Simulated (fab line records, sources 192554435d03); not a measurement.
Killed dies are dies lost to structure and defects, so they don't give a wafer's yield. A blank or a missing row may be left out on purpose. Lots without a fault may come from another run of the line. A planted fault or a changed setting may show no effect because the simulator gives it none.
A struck lot beside a sound one | flow n5_finfet | 14 steps out of a route of 1938
Sound: wafers L605.1, L605.2, L605.3. Struck: wafers L602.2, L602.4, L602.6. The cause comes at the end.
At each step with rows: each side's tool, then ch and its chambers, then its first start. Under that, the readings that differ: sound wafers | struck wafers | difference of the means | sigmas: that difference in standard deviations of wafers without a fault.
alike: readings whose means differ by less than 2 such deviations, and words and numbers that are the same on both sides. not compared: withheld readings, readings that some wafer has no value for, bounds like >300 that may hide the same value, and numbers for which the record gives no deviation and whose values overlap.
The two part at a step that has a row with sigmas, a row that says differs or no value, or rows on one side only. Numbers that don't overlap but have no deviation are shown without sigmas and don't part them. A reading that every wafer of one side lacks parts them only if that side has two wafers or more.

first, 1 step without rows for these wafers: N5_MIM_TOP_LITHO_HARDBAKE_09 (time 120 s).
N5_MIM_TOP_LITHO_CD_MEAS_08: target cd 2000 nm.
  sound on cd_sem-01 ch 0, day 16 19:05; struck on cd_sem-03 ch 0, day 15 23:49
  alike: cd_nm
N5_MIM_TOP_LITHO_OVL_MEAS_11:
  sound on overlay-01 ch 0, day 16 19:07; struck on overlay-02 ch 0, day 15 23:50
  alike: MIM_TOP_OVL
N5_MIM_TOP_LITHO_INSPECT_12: inspects for defects (macro).
  sound on defect_inspect-01, day 16 19:08; struck on defect_inspect-01, day 15 23:52
  alike: raw_defect_count
N5_MIM_TOP_LITHO_DESCUM_10: chemistry O2, time 7.9 s.
  sound on rie_diel-05 ch 0,1,3, day 16 19:11; struck on rie_diel-05 ch 0,2,3, day 15 23:57
  alike: drypump_motor_current_A, oes_product_au, rf_vpp_V, showerhead_plenum_p_Torr, throttle_valve_pct
  not compared: rf_hours_counter_h
N5_MIM_TOP_ETCH_ETCH_00: etches TiN in Cl2/BCl3, target depth 38.5 nm.
  sound on rie_metal-01 ch 0, day 16 19:16; struck on rie_metal-02 ch 0,1, day 16 00:02
  alike: drypump_motor_current_A, oes_ar_750_au, oes_product_au, throttle_valve_pct
  not compared: rf_hours_counter_h
N5_MIM_TOP_ETCH_STRIP_01: strips in O2.
  sound on rie_diel-01 ch 0,2,3, day 16 19:31; struck on rie_diel-03 ch 2,3, day 16 00:11
  alike: drypump_motor_current_A, oes_product_au, rf_vpp_V, showerhead_plenum_p_Torr, throttle_valve_pct
  not compared: rf_hours_counter_h
N5_MIM_TOP_ETCH_PECVD_03: deposits SiNx from SiH4/NH3/N2, target thk 20 nm, time 17.6 s.
  sound on pecvd-04 ch 0,1,2, day 16 19:35; struck on pecvd-03 ch 0,2, day 16 00:15
  alike: heater_power_w, showerhead_plenum_p_Torr, throttle_valve_pct
  not compared: since_wet_clean_h
then, 4 steps without rows for these wafers: N5_MIM_BOT_LITHO_HMDS_01 (time 60 s); N5_MIM_BOT_LITHO_COAT_02; N5_MIM_BOT_LITHO_EBR_04; N5_MIM_BOT_LITHO_SOFTBAKE_03 (time 90 s).
N5_MIM_BOT_LITHO_EXPOSE_05: exposes mask MIM BOT.
  sound on krf_scanner-02 ch 0, day 16 19:53; struck on krf_scanner-02, day 16 00:34
  no value came back on the struck wafers for exposure_dose_mJ_cm2, focus_offset_nm (nm), reticle_temp_C (C); on the sound wafers exposure_dose_mJ_cm2 reads 24.254 24.224 24.227
  alike: mask
then, 1 step without rows for these wafers: N5_MIM_BOT_LITHO_PEB_06.

WHERE THEY PART
Only at N5_MIM_BOT_LITHO_EXPOSE_05, within this record.

WHY: what the simulator had put in
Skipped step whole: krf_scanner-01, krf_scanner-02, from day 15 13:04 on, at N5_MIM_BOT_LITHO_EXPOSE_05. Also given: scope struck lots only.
